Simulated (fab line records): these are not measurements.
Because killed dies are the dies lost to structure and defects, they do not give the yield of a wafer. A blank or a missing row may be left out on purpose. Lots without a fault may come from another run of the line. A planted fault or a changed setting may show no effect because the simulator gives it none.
8D (eight disciplines) problem report, filled in by code ; flow nandHarc ; the parts of the form that need people (team, actions taken, sign-off) are left out

## 1. PROBLEM STATEMENT
Mean of cdNm at NHARC_A_CHANNEL_HOLE_D1_CD_MEAS_30: 0.2 nm across 6 wafers in 2 lots; on wafers with no fault it is 90.3 nm (standard deviation 1.3). Relative to the usual mean, that is a shift of -69 standard deviations.
Seen first at day 16 03:34 on cdSem-02, wafer L310.2. Wafers with a number at this step in the record: 42, from 14 lots. The rule behind "out" and "out of limits": a value lying over 4 standard deviations away from the usual mean. All remaining wafers that have a number are taken as sound.

## 2. WHAT IT IS; WHAT IT IS NOT
question;is;is not
which readings at this step;cdNm;-
which lots;L310, L311;L292, L293, L297, L298, L300, L301, L303, L304, L305, L308, L312, L315
which wafers of those lots;all that have a number;-
read on which gauges;cdSem-02, cdSem-03;cdSem-01
when;from day 16 03:34;"up to then (30 sound wafers); but 6 sound wafers of L312, L315 came after"

## 3. SUSPECTS, AND WHAT RULES EACH OUT
Counting: any tool at a process step up to the reading is kept as a suspect provided that every lot that is out went through it and no sound lot did after the first of them.
- the gauge at NHARC_A_CHANNEL_HOLE_D1_CD_MEAS_30 is ruled out. 2 gauges (cdSem-02, cdSem-03) read the wafers that are out.
- rieDiel-11 at NHARC_A_CHANNEL_HOLE_D1_ETCH_38 (etches the open film in CF4, target depth 39 nm, time 65 s): ruled out as a lasting fault. Sound lots L312, L315 ran on it after its first lot that is out, L310 (day 15 19:44).
- harEtch-01 at NHARC_A_CHANNEL_HOLE_D1_ETCH_20 (etches the open film in C4F8/O2/Ar, time 361.9 s, target depth 1600 nm): kept. Every lot that is out went through it, starting with L310 (day 15 21:58), and after that it ran no sound lot; the last sound lot it ran before then is L304 (day 13 03:07).
- harEtch-01 at NHARC_A_CHANNEL_HOLE_D1_ETCH_24 (etches the open film in C4F8/O2/Ar, time 906.2 s, target depth 1500 nm): kept. Every lot that is out went through it, starting with L310 (day 16 00:04), and after that it ran no sound lot; the last sound lot it ran before then is L304 (day 13 05:08).
- harEtch-01 at NHARC_A_CHANNEL_HOLE_D1_ETCH_26 (etches the open film in C4F8/O2/Ar, time 224.1 s, target depth 300 nm): kept. Every lot that is out went through it, starting with L310 (day 16 01:36), and after that it ran no sound lot; the last sound lot it ran before then is L304 (day 13 06:47).
harEtch-01 at NHARC_A_CHANNEL_HOLE_D1_ETCH_20, harEtch-01 at NHARC_A_CHANNEL_HOLE_D1_ETCH_24 and harEtch-01 at NHARC_A_CHANNEL_HOLE_D1_ETCH_26 are what is left after counting.

## 4. THE CAUSE (what the simulator had put in)
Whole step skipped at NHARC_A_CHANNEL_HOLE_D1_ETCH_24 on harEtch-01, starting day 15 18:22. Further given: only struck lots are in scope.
After counting, 3 suspects remain, this tool included.

## 5. THE EFFECT CHAIN, in route order
Rows list readings where the struck wafers' mean (over those with a number) sits beyond 3 standard deviations from the usual. Only readings whose record carries a usual standard deviation are examined. hours: median over the lots of the time between each lot's start at the first step of this table that gives one and its start at this step. sigmas: the change, counted in usual standard deviations.
hours;step;reading;usual;on struck wafers;change;sigmas
0;NHARC_A_CHANNEL_HOLE_D1_CD_MEAS_30;cdNm;90.3 nm;0.2;-90.1;-69
0;NHARC_A_CHANNEL_HOLE_D1_XSEM_31;botCdNm;74.7 nm;0.5;-74.2;-53
0;NHARC_A_CHANNEL_HOLE_D1_XSEM_31;bowNm;8.6 nm;0.9;-7.7;-25
Process steps it contains:
- NHARC_A_CHANNEL_HOLE_D1_XSEM_31
Readings that are blank on the struck wafers while sound wafers have them: c4f8FlowSccm at NHARC_A_CHANNEL_HOLE_D1_ETCH_24; chamberPressureMTorr at NHARC_A_CHANNEL_HOLE_D1_ETCH_24; drypumpMotorCurrentA at NHARC_A_CHANNEL_HOLE_D1_ETCH_24; o2FlowSccm at NHARC_A_CHANNEL_HOLE_D1_ETCH_24; showerheadPlenumPTorr at NHARC_A_CHANNEL_HOLE_D1_ETCH_24; throttleValvePct at NHARC_A_CHANNEL_HOLE_D1_ETCH_24.

## 6. HOW IT WOULD HAVE BEEN CAUGHT EARLIER
9 hours passed between the start of the fault at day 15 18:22 and the first reading out of limits at a measuring or inspecting step in this record, taken at day 16 03:34.
At NHARC_A_CHANNEL_HOLE_D1_ETCH_24 the tool's readings are blank on the struck wafers, where sound wafers have them: an empty tool record is the first sign, and it was there at once.
Of the lots that are out (2), L311 began NHARC_A_CHANNEL_HOLE_D1_ETCH_24 on harEtch-01 after day 16 03:34. A tool hold placed at that time would have kept it from harm.
